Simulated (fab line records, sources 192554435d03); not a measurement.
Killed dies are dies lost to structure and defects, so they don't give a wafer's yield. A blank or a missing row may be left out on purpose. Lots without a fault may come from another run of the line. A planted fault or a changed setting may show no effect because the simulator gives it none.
One fault seen from 3 desks | flow n5_finfet | each desk has only its own numbers; what lay behind them comes last

THE TOOL OWNER'S DESK: rie_diel-02
The tool's own readings at N5_BEOL_M15_STRIP_64 (strips in O2): means of the sampled wafers that have a number, for each lot that ran on this tool. A lot is out of limits, marked OUT, if its mean lies more than 4 standard deviations from the usual mean; the brackets give that distance.
Columns: A = chamber_pressure_mTorr at N5_BEOL_M15_STRIP_64, usual 29.998 mTorr; B = drypump_motor_current_A at N5_BEOL_M15_STRIP_64, usual 5.9 A; C = o2_flow_sccm at N5_BEOL_M15_STRIP_64, usual 225.1 sccm; D = oes_product_au at N5_BEOL_M15_STRIP_64, usual 0.76 a.u.; E = rf_vpp_V at N5_BEOL_M15_STRIP_64, usual 3.6 V; F = showerhead_plenum_p_Torr at N5_BEOL_M15_STRIP_64, usual 2.09 Torr; G = throttle_valve_pct at N5_BEOL_M15_STRIP_64, usual 16.66 %
lot  | first seen here | A                        | B   | C     | D    | E   | F    | G
L578 | day 11 16:00    | 30.001                   | 5.6 | 225.2 | 0.76 | 3.8 | 2.09 | 16.74
L588 | day 14 13:00    | 21.008 (-99 or more) OUT | 5.7 | 225.1 | 0.75 | 3.3 | 2.09 | 16.78
L590 | day 14 20:00    | 20.960 (-99 or more) OUT | 5.7 | 225.1 | 0.81 | 3.6 | 2.13 | 16.54
This desk's finding: out of limits on L588, L590; first on L588, day 14 13:00 (chamber_pressure_mTorr at N5_BEOL_M15_STRIP_64). In limits: L578.

THE METROLOGY DESK
What the gauges read, lot by lot, whatever tool the lot ran on: means of the sampled wafers that have a number. A lot is out of limits, marked OUT, if its mean lies more than 4 standard deviations from the usual mean; the brackets give that distance.
Columns: A = cd_nm at N5_BEOL_M15_CD_MEAS_10, usual 360.7 nm; B = V14_OVL at N5_BEOL_M15_OVL_MEAS_11, usual -1 nm
lot  | first seen here | A     | B
L578 | day 11 16:16    | 359.2 | 2
L580 | day 11 19:14    | 362.3 | 1
L588 | day 14 11:52    | 362.1 | 1
L590 | day 14 19:41    | 359.5 | -3
L596 | day 16 06:58    | 362.4 | -1
L600 | day 17 02:46    | 361.5 | -3
This desk's finding: nothing out of limits on any of the 6 lots.

THE DEFECT DESK
What the inspections along the route counted, lot by lot: means of the sampled wafers that have a number. A lot is out of limits, marked OUT, if its mean lies more than 4 standard deviations from the usual mean; the brackets give that distance.
Columns: A = raw_defect_count at N5_BEOL_M15_INSPECT_12, usual 1.9
lot  | first seen here | A
L578 | day 11 16:19    | 0.7
L580 | day 11 19:17    | 2.0
L588 | day 14 11:55    | 2.3
L590 | day 14 19:44    | 2.3
L596 | day 16 07:01    | 2.0
L600 | day 17 02:49    | 1.3
This desk's finding: nothing out of limits on any of the 6 lots.

PUT TOGETHER
The tool owner's desk could have raised an alarm at day 14 13:00, on L588, L590.
The metrology desk saw nothing out of limits.
The defect desk saw nothing out of limits.
The metrology desk has L588, L590 on record, within its limits.
The defect desk has L588, L590 on record, within its limits.
Of the lots named, all ran N5_BEOL_M15_STRIP_64 on rie_diel-02.

WHAT THE SIMULATOR HAD PUT IN
Process parameter drift: rie_diel-02, from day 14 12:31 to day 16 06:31, at N5_BEOL_M15_STRIP_64. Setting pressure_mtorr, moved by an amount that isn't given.
Lots struck among those shown: L588, L590.
Hours from the fault's start to each desk's first reading out of limits: the tool owner's desk, 0.
